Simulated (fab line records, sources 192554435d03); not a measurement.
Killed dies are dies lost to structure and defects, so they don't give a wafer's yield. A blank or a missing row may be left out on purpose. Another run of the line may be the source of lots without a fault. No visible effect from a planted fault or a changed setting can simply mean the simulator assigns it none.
Split-lot study -- flow n5-finfet -- route with 1938 steps; 7 lots, 21 wafers read

== SPLIT DETAILS ==
At N5_BEOL_M3_TRENCH_ETCH_37 (etches SiOC in C4F6/O2, target depth 55.555 nm, time 29.2 s), the setting source-w was moved away from the recipe's 355 W on 11 of the 21 wafers read, by -17.1% to +14.8%. For the rest of the wafers, this setting stayed at what the recipe calls for.

The reading is taken at the split's own step.

== THE READING ==
rf-vpp-V, in V, at N5_BEOL_M3_TRENCH_ETCH_37 (etches SiOC in C4F6/O2, target depth 55.555 nm, time 29.2 s). On this fab line, fault-free wafers typically give 667 V with a standard deviation of 9.4 V.

wafer,"tool, chamber at the split","source-w as run, W",against the recipe,"rf-vpp-V, V",against lot-mates on the recipe
L075.3,"rie-diel-06, 0",324.7,-8.5%,683,+4
L075.4,"rie-diel-06, 2",355,recipe,679,-
L075.5,"rie-diel-06, 2",355,recipe,678,-
L076.2,"rie-diel-05, 2",355,recipe,649,-
L076.3,"rie-diel-05, 1",355,recipe,669,-
L076.6,"rie-diel-05, 3",355,recipe,669,-
L085.2,"rie-diel-03, 3",298.3,-16.0%,733,+63
L085.3,"rie-diel-03, 2",355,recipe,670,-
L085.5,"rie-diel-03, 3",298.3,-16.0%,736,+66
L086.3,"rie-diel-03, 3",326.9,-7.9%,700,+27
L086.4,"rie-diel-03, 0",326.9,-7.9%,705,+32
L086.6,"rie-diel-03, 2",355,recipe,673,-
L087.1,"rie-diel-06, 1",407.4,+14.8%,619,-61
L087.2,"rie-diel-06, 0",407.4,+14.8%,607,-73
L087.4,"rie-diel-06, 2",355,recipe,680,-
L090.2,"rie-diel-05, 3",355,recipe,667,-
L090.4,"rie-diel-05, 0",294.3,-17.1%,752,+85
L090.5,"rie-diel-05, 1",294.3,-17.1%,735,+68
L096.1,"rie-diel-03, 3",355,recipe,669,-
L096.2,"rie-diel-03, 1",407.4,+14.8%,622,-47
L096.3,"rie-diel-03, 0",407.4,+14.8%,631,-38

THE FIT
A straight line over all 21 wafers: rf-vpp-V changes by -3.75 V for each +1% of source-w; r = -0.97; the points scatter about the line by 9.7 V.
The same after taking each lot's own level away (the mean of its wafers on the recipe; 21 wafers): -3.88 V for each +1%; r = -0.97; scatter 11 V.
The reading moves by 66 V for the largest change in source-w, on that fit.
From 662.3 to 680.0 V: that is the span of the lots' own levels, equal to 1.9 times the standard deviation above.
Consequently the slope shifts little with the lot-to-lot level, the two slopes agreeing.
Check: +63.1 V against its lot-mates is what the line predicts for one of the wafers moved furthest among these (-17.1%) when that wafer is left out of the fit. Against them it came out at +85 V.
Tool readings at the split's step, against how far the setting was moved: rf-vpp-V r = -0.97.

== ADDITIONAL SPLITS CARRIED BY THESE WAFERS ==
Other splits were also applied to these wafers ahead of the reading. Each is held against what the fit with the lots' levels taken away leaves over:
other split on the same wafers,wafers away from the commonest value,r with rf-vpp-V (lot level and that fit taken away)
N5_BEOL_M1_DESCUM_33 time-s,5,+0.01
N5_BEOL_M1_TRENCH_ETCH_37 time-s,7,-0.06
N5_BEOL_M2_ETCH_70 bias-w,5,-0.04
N5_BEOL_M3_DESCUM_33 time-s,7,-0.34

== FILE'S OWN FIT ==
rf-vpp-V changes by -3.78 V for each +1% of source-w, r = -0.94.
